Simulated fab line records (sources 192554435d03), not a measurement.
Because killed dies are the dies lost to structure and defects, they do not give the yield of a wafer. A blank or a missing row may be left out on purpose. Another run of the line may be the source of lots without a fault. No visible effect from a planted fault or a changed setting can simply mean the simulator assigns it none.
Chamber matching / flow n5_finfet / rie_diel-04 running N5_DUMMY_GATE_ETCH_31: 4 sister chambers
The step etches SiO2 in C4F6/O2, target depth 82.5 nm, time 27.5 s. 4 wafers are shown with their chamber, then 10 later ones without.

## EACH WAFER AND ITS CHAMBER
wafer=L084.1; chamber=1; rf_vpp_V (V)=678
wafer=L084.2; chamber=2; rf_vpp_V (V)=648
wafer=L089.4; chamber=3; rf_vpp_V (V)=664
wafer=L089.5; chamber=0; rf_vpp_V (V)=682

## WAFERS WITHOUT THEIR CHAMBER
wafer=L089.6; rf_vpp_V (V)=662
wafer=L094.1; rf_vpp_V (V)=678
wafer=L094.5; rf_vpp_V (V)=677
wafer=L094.6; rf_vpp_V (V)=682
wafer=L095.1; rf_vpp_V (V)=664
wafer=L095.2; rf_vpp_V (V)=677
wafer=L095.4; rf_vpp_V (V)=648
wafer=L096.2; rf_vpp_V (V)=663
wafer=L096.3; rf_vpp_V (V)=650
wafer=L096.5; rf_vpp_V (V)=650

## CHAMBER TAKEN BY EACH
wafer=L089.6; from the rows above=3; in truth=3
wafer=L094.1; from the rows above=1; in truth=1
wafer=L094.5; from the rows above=1; in truth=1
wafer=L094.6; from the rows above=0; in truth=0
wafer=L095.1; from the rows above=3; in truth=3
wafer=L095.2; from the rows above=1; in truth=1
wafer=L095.4; from the rows above=2; in truth=2
wafer=L096.2; from the rows above=3; in truth=3
wafer=L096.3; from the rows above=2; in truth=2
wafer=L096.5; from the rows above=2; in truth=2
Placed correctly: 10 of 10. Not placeable from these rows: 0. Placed wrongly: 0.
How it was worked out, from the rows above alone: a wafer's distance from a chamber is the root of the sum, over the readings, of the square of ((its reading less the chamber's mean) divided by the reading's scatter). If the next closest chamber is less than 2 further off than the closest, the wafer can't be placed; otherwise it belongs to the closest. The mean given for a chamber averages the wafers shown for that chamber. The scatter: with one shown wafer a chamber, the root of the mean of the squares of how far each hidden wafer lies from its nearest shown one.
